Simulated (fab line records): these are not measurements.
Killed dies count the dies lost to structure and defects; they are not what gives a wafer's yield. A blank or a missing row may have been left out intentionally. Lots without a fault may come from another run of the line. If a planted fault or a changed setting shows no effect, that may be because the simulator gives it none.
Lot-split experiment / flow n5Finfet / 21 wafers read from 7 lots, route of 1938 steps

SPLIT DETAILS
At N5_STI_FIN_REVEAL_ETCHBACK_08 (etches SiO2 in C4F6/O2, target depth 30.5 nm, time 10.167 s), the setting timeS was moved away from the recipe's 10.167 s on 12 of the 21 wafers read, by -18.5% to +13.2%. All remaining wafers had this setting at the recipe value.

FROM THE SPLIT TO THE READING: what the file shows between them, 3 steps
- N5_STI_FIN_REVEAL_STRIP_24: strips in N2/H2, time 90 s
- N5_STI_FIN_REVEAL_PRECLEAN_25: cleans in SPM, time 90 s
- N5_STI_FIN_REVEAL_SRD_23: time 30 s

THE READING
trenchDepthNm, in nm, at N5_STI_FIN_REVEAL_FIN_H_MEAS_10. Fault-free wafers of this fab line usually give 51.6 nm, standard deviation 0.83 nm.

wafer=L080.4; tool, chamber at the split=rieDiel-03, 2,0; timeS as run, s=11.36; against the recipe=+11.7%; trenchDepthNm, nm=56.2; against lot-mates on the recipe=+4.7
wafer=L080.5; tool, chamber at the split=rieDiel-03, 1; timeS as run, s=10.167; against the recipe=recipe; trenchDepthNm, nm=51.5; against lot-mates on the recipe=-
wafer=L080.6; tool, chamber at the split=rieDiel-03, 2,0; timeS as run, s=11.36; against the recipe=+11.7%; trenchDepthNm, nm=55.9; against lot-mates on the recipe=+4.4
wafer=L084.2; tool, chamber at the split=rieDiel-03, 1,1,0; timeS as run, s=8.369; against the recipe=-17.7%; trenchDepthNm, nm=45.9; against lot-mates on the recipe=no lot-mate on the recipe
wafer=L084.4; tool, chamber at the split=rieDiel-03, 1,1,0; timeS as run, s=8.369; against the recipe=-17.7%; trenchDepthNm, nm=46.7; against lot-mates on the recipe=no lot-mate on the recipe
wafer=L084.5; tool, chamber at the split=rieDiel-03, 1,1,0; timeS as run, s=8.369; against the recipe=-17.7%; trenchDepthNm, nm=46.3; against lot-mates on the recipe=no lot-mate on the recipe
wafer=L086.1; tool, chamber at the split=rieDiel-05, 1,3; timeS as run, s=11.51; against the recipe=+13.2%; trenchDepthNm, nm=53.3; against lot-mates on the recipe=+2.2
wafer=L086.2; tool, chamber at the split=rieDiel-05, 2; timeS as run, s=10.167; against the recipe=recipe; trenchDepthNm, nm=51.1; against lot-mates on the recipe=-
wafer=L086.3; tool, chamber at the split=rieDiel-05, 1,3; timeS as run, s=11.51; against the recipe=+13.2%; trenchDepthNm, nm=55.2; against lot-mates on the recipe=+4.1
wafer=L092.2; tool, chamber at the split=rieDiel-01, 0,0,2; timeS as run, s=10.167; against the recipe=recipe; trenchDepthNm, nm=52.4; against lot-mates on the recipe=-
wafer=L092.4; tool, chamber at the split=rieDiel-01, 0,0,2; timeS as run, s=10.167; against the recipe=recipe; trenchDepthNm, nm=52.3; against lot-mates on the recipe=-
wafer=L092.5; tool, chamber at the split=rieDiel-01, 0,0,2; timeS as run, s=10.167; against the recipe=recipe; trenchDepthNm, nm=52.9; against lot-mates on the recipe=-
wafer=L093.3; tool, chamber at the split=rieDiel-03, 2; timeS as run, s=8.285; against the recipe=-18.5%; trenchDepthNm, nm=46.3; against lot-mates on the recipe=-5.0
wafer=L093.4; tool, chamber at the split=rieDiel-03, 2; timeS as run, s=8.285; against the recipe=-18.5%; trenchDepthNm, nm=45.6; against lot-mates on the recipe=-5.7
wafer=L093.6; tool, chamber at the split=rieDiel-03, 0; timeS as run, s=10.167; against the recipe=recipe; trenchDepthNm, nm=51.3; against lot-mates on the recipe=-
wafer=L094.1; tool, chamber at the split=rieDiel-01, 2; timeS as run, s=9.366; against the recipe=-7.9%; trenchDepthNm, nm=50.4; against lot-mates on the recipe=-2.0
wafer=L094.5; tool, chamber at the split=rieDiel-01, 3,0; timeS as run, s=10.167; against the recipe=recipe; trenchDepthNm, nm=52.5; against lot-mates on the recipe=-
wafer=L094.6; tool, chamber at the split=rieDiel-01, 3,0; timeS as run, s=10.167; against the recipe=recipe; trenchDepthNm, nm=52.3; against lot-mates on the recipe=-
wafer=L097.2; tool, chamber at the split=rieDiel-05, 3,2; timeS as run, s=11.03; against the recipe=+8.5%; trenchDepthNm, nm=54.9; against lot-mates on the recipe=+3.4
wafer=L097.4; tool, chamber at the split=rieDiel-05, 3,2; timeS as run, s=11.03; against the recipe=+8.5%; trenchDepthNm, nm=54.2; against lot-mates on the recipe=+2.7
wafer=L097.6; tool, chamber at the split=rieDiel-05, 3; timeS as run, s=10.167; against the recipe=recipe; trenchDepthNm, nm=51.5; against lot-mates on the recipe=-
Rows listing several chambers each stand for several wafers; the file does not say which wafer went through which chamber.

FIT RESULTS
A straight line over all 21 wafers: trenchDepthNm changes by +0.298 nm for each +1% of timeS; r = +0.97; the points scatter about the line by 0.83 nm.
The same after taking each lot's own level away (the mean of its wafers on the recipe; 18 wafers): +0.299 nm for each +1%; r = +0.98; scatter 0.64 nm.
That fit puts the effect of the largest move of timeS on the reading at 5.5 nm.
Measured against the standard deviation above, the lots' own levels, which go from 51.10 to 52.53 nm, span 1.7 times it.
The two slopes are in agreement: the lot-to-lot level therefore moves the slope only a little.
Check: for one of the wafers moved furthest among these (-18.5%), held out of the fit, the line's prediction against its lot-mates is -5.59 nm. Against them it came out at -5 nm.

OTHER SPLITS ON THESE WAFERS
Note: prior to the reading, these wafers also went through further splits. Each is held against what the fit with the lots' levels taken away leaves over:
other split on the same wafers=N5_WELL_APT_PEB_06 pebTimeS; wafers away from the commonest value=5; r with trenchDepthNm (lot level and that fit taken away)=+0.30
other split on the same wafers=N5_WELL_APT_DEVELOP_07 developTimeS; wafers away from the commonest value=6; r with trenchDepthNm (lot level and that fit taken away)=+0.14
other split on the same wafers=N5_FIN_SAQP_ALD_61 tempC; wafers away from the commonest value=6; r with trenchDepthNm (lot level and that fit taken away)=+0.44

THE FILE'S OWN FIT
trenchDepthNm changes by +0.3 nm for each +1% of timeS, r = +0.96.
